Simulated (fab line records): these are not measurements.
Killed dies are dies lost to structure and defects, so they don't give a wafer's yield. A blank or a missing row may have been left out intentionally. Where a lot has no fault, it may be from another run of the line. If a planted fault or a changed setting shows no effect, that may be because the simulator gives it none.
Split-lot trial ; flow n5Finfet ; route with 1938 steps; 7 lots, 21 wafers read

## ON THE SPLIT
At N5_HKMG_FIN_COAT_66 (time 60 s, resist thk 300 nm), the setting spinRpm was moved away from the recipe's 1500 rpm on 8 of the 21 wafers read, by -5.5% to +9.0%. The other wafers ran this setting at the recipe's value.

The reading comes from the split's own step.

## THE READING
SOC_of_HKMG_FIN_COAT_66.thkNm (the simulator's own value, which no gauge read), in nm, at N5_HKMG_FIN_COAT_66 (time 60 s, resist thk 300 nm). There is no usual value for it anywhere in the file. Across the 13 wafers here that went through the recipe, the average is 300.1 nm and the standard deviation 0.5 nm.

wafer;tool, chamber at the split;spinRpm as run, rpm;against the recipe;SOC_of_HKMG_FIN_COAT_66.thkNm, nm;against lot-mates on the recipe
L083.2;lithoTrack-01, 0;1445;-3.7%;305.8;+5.4
L083.5;lithoTrack-01, 0;1445;-3.7%;306.4;+6.0
L083.6;lithoTrack-01, 0;1500;recipe;300.4;-
L084.2;lithoTrack-01, 0;1500;recipe;300.2;-
L084.4;lithoTrack-01, 0;1500;recipe;300;-
L084.5;lithoTrack-01, 0;1635;+9.0%;287.6;-12.5
L086.1;lithoTrack-04, 0;1500;recipe;299.4;-
L086.4;lithoTrack-04, 0;1500;recipe;299.6;-
L086.6;lithoTrack-04, 0;1500;recipe;299.8;-
L089.1;lithoTrack-03, 0;1600;+6.7%;290.6;-9.2
L089.4;lithoTrack-03, 0;1500;recipe;300;-
L089.5;lithoTrack-03, 0;1500;recipe;299.6;-
L091.1;lithoTrack-04, 0;1500;recipe;301;-
L091.2;lithoTrack-04, 0;1607;+7.1%;290.4;-10.4
L091.3;lithoTrack-04, 0;1500;recipe;300.6;-
L093.1;lithoTrack-04, 0;1500;recipe;301;-
L093.4;lithoTrack-04, 0;1573;+4.9%;293.6;-7.4
L093.6;lithoTrack-04, 0;1573;+4.9%;293.8;-7.2
L096.4;lithoTrack-01, 0;1417;-5.5%;310.2;+10.1
L096.5;lithoTrack-01, 0;1500;recipe;299.8;-
L096.6;lithoTrack-01, 0;1500;recipe;300.4;-

THE FIT
A straight line over all 21 wafers: SOC_of_HKMG_FIN_COAT_66.thkNm changes by -1.47 nm for each +1% of spinRpm; r = -0.99; the points scatter about the line by 0.65 nm.
The same after taking each lot's own level away (the mean of its wafers on the recipe; 21 wafers): -1.5 nm for each +1%; r = -1.00; scatter 0.5 nm.
On that fit, the largest move of spinRpm shifts the reading by 13 nm.
From 299.60 to 301.00 nm: that is the span of the lots' own levels, equal to 2.8 times the standard deviation above.
The two slopes agree, so the slope changes little with the lot-to-lot level.
Check: with one of the wafers moved furthest among these (+9.0%) left out of the fit, the line predicts -13.6 nm for it against its lot-mates. It came out at -12.5 nm against them.

## FURTHER SPLITS ON THESE WAFERS
These wafers also went through other splits before the reading. Each is held against what the fit with the lots' levels taken away leaves over:
other split on the same wafers;wafers away from the commonest value;r with SOC_of_HKMG_FIN_COAT_66.thkNm (lot level and that fit taken away)
N5_SD_EPI_N_EPI_21 epiGrowthTimeS;8;+0.16
N5_SDB_COAT_03 spinRpm;8;+0.31
N5_SDB_ETCH_17 cf4FlowSccm;6;-0.01
N5_HKMG_FIN_PEB_10 pebTimeS;4;+0.12

## THE FILE'S OWN FIT
SOC_of_HKMG_FIN_COAT_66.thkNm changes by -1.48 nm for each +1% of spinRpm, r = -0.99.
